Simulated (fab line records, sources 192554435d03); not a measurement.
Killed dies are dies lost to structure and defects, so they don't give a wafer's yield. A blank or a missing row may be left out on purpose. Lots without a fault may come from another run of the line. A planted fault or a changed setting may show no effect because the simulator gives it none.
Split-lot experiment | flow n5_finfet | 7 lots, 21 wafers read, on a route of 1938 steps

THE SPLIT
At N5_BEOL_M3_TRENCH_ETCH_37 (etches SiOC in C4F6/O2, target depth 55.555 nm, time 29.2 s), the setting source_w was moved away from the recipe's 355 W on 12 of the 21 wafers read, by -16.8% to +17.9%. The other wafers ran this setting at the recipe's value.

The reading is taken at the split's own step.

THE READING
etch.depth_nm (the simulator's own value, which no gauge read), in nm, at N5_BEOL_M3_TRENCH_ETCH_37 (etches SiOC in C4F6/O2, target depth 55.555 nm, time 29.2 s). The file gives no usual value for it. The 9 wafers here that ran the recipe average 54.68 nm, standard deviation 0.71 nm.

wafer  | tool, chamber at the split | source_w as run, W | against the recipe | etch.depth_nm, nm | against lot-mates on the recipe
L075.1 | rie_diel-03, 0             | 306.6              | -13.6%             | 50.92             | no lot-mate on the recipe
L075.3 | rie_diel-03, 3             | 306.6              | -13.6%             | 50.16             | no lot-mate on the recipe
L075.6 | rie_diel-03, 3             | 306.6              | -13.6%             | 50.25             | no lot-mate on the recipe
L077.3 | rie_diel-03, 3             | 418.4              | +17.9%             | 57.3              | no lot-mate on the recipe
L077.4 | rie_diel-03, 2             | 418.4              | +17.9%             | 58.7              | no lot-mate on the recipe
L077.6 | rie_diel-03, 1             | 418.4              | +17.9%             | 59.01             | no lot-mate on the recipe
L082.4 | rie_diel-02, 3             | 295.4              | -16.8%             | 50.79             | -3.56
L082.5 | rie_diel-02, 1             | 295.4              | -16.8%             | 50.35             | -4.00
L082.6 | rie_diel-02, 0             | 355                | recipe             | 54.35             | -
L089.2 | rie_diel-02, 3             | 355                | recipe             | 54.47             | -
L089.4 | rie_diel-02, 1             | 355                | recipe             | 53.7              | -
L089.6 | rie_diel-02, 2             | 355                | recipe             | 53.78             | -
L092.2 | rie_diel-03, 1             | 355                | recipe             | 55.45             | -
L092.3 | rie_diel-03, 0             | 355                | recipe             | 54.33             | -
L092.4 | rie_diel-03, 1             | 355                | recipe             | 55.95             | -
L096.2 | rie_diel-03, 2             | 375.7              | +5.8%              | 56.68             | +1.51
L096.5 | rie_diel-03, 2             | 355                | recipe             | 55.17             | -
L096.6 | rie_diel-03, 1             | 375.7              | +5.8%              | 55.99             | +0.82
L097.2 | rie_diel-02, 0             | 319.7              | -9.9%              | 52.39             | -2.56
L097.3 | rie_diel-02, 2             | 355                | recipe             | 54.95             | -
L097.6 | rie_diel-02, 3             | 319.7              | -9.9%              | 53.04             | -1.91

THE FIT
A straight line over all 21 wafers: etch.depth_nm changes by +0.239 nm for each +1% of source_w; r = +0.96; the points scatter about the line by 0.76 nm.
The same after taking each lot's own level away (the mean of its wafers on the recipe; 15 wafers): +0.221 nm for each +1%; r = +0.97; scatter 0.42 nm.
On that fit, the largest move of source_w shifts the reading by 4 nm.
The lots' own levels span 53.983 to 55.243 nm, that is 1.8 times the standard deviation above.
So the lot-to-lot level changes the slope little: the two slopes agree.
Check: with one of the wafers moved furthest among these (-16.8%) left out of the fit, the line predicts -3.85 nm for it against its lot-mates. It came out at -3.56 nm against them.

OTHER SPLITS ON THESE WAFERS
These wafers also went through other splits before the reading. Each is held against what the fit with the lots' levels taken away leaves over:
other split on the same wafers            | wafers away from the commonest value | r with etch.depth_nm (lot level and that fit taken away)
N5_SDB_CUT_ETCH_26 icp_w                  | 7                                    | +0.24
N5_GATE_CUT_ETCH_56 icp_w                 | 6                                    | +0.09
N5_GATE_CUT_ETCH_58 time_s                | 6                                    | +0.16
N5_MOL_CONTACT_COAG_COAT_02 spin_rpm      | 4                                    | -0.13
N5_MOL_CONTACT_COAG_ETCH_105 bias_w       | 5                                    | -0.33
N5_MOL_CONTACT_COAG_VIA_ETCH_46 bias_w    | 6                                    | +0.04
N5_MOL_CONTACT_COAG_VIA_ETCH_117 bias_w   | 9                                    | -0.44
N5_BEOL_M0_SAQP_SPACER1_ALD_98 ald_cycles | 7                                    | -0.17
N5_BEOL_M0_ETCH_138 bias_w                | 7                                    | +0.20
N5_BEOL_M1_DEP_57 time_s                  | 9                                    | -0.23
N5_BEOL_M2_ILD_DEP_00 time_s              | 7                                    | -0.03
N5_BEOL_M3_ETCH_70 time_s                 | 5                                    | -0.15

THE WHOLE CHAIN: every reading that the file lists as answering this split, in the file's order
step                      | what it does                                                | reading                                                                   | change (the file's fit)               | r (the file's)
N5_BEOL_M3_TRENCH_ETCH_37 | etches SiOC in C4F6/O2, target depth 55.555 nm, time 29.2 s | BEOL_M3.feature_depth_nm (the simulator's own value, which no gauge read) | +0.224 nm for each +1% of the setting | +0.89
N5_BEOL_M3_TRENCH_ETCH_37 | etches SiOC in C4F6/O2, target depth 55.555 nm, time 29.2 s | etch.depth_nm (the simulator's own value, which no gauge read)            | +0.223 nm for each +1% of the setting | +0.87

THE FILE'S OWN FIT
etch.depth_nm changes by +0.223 nm for each +1% of source_w, r = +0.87.
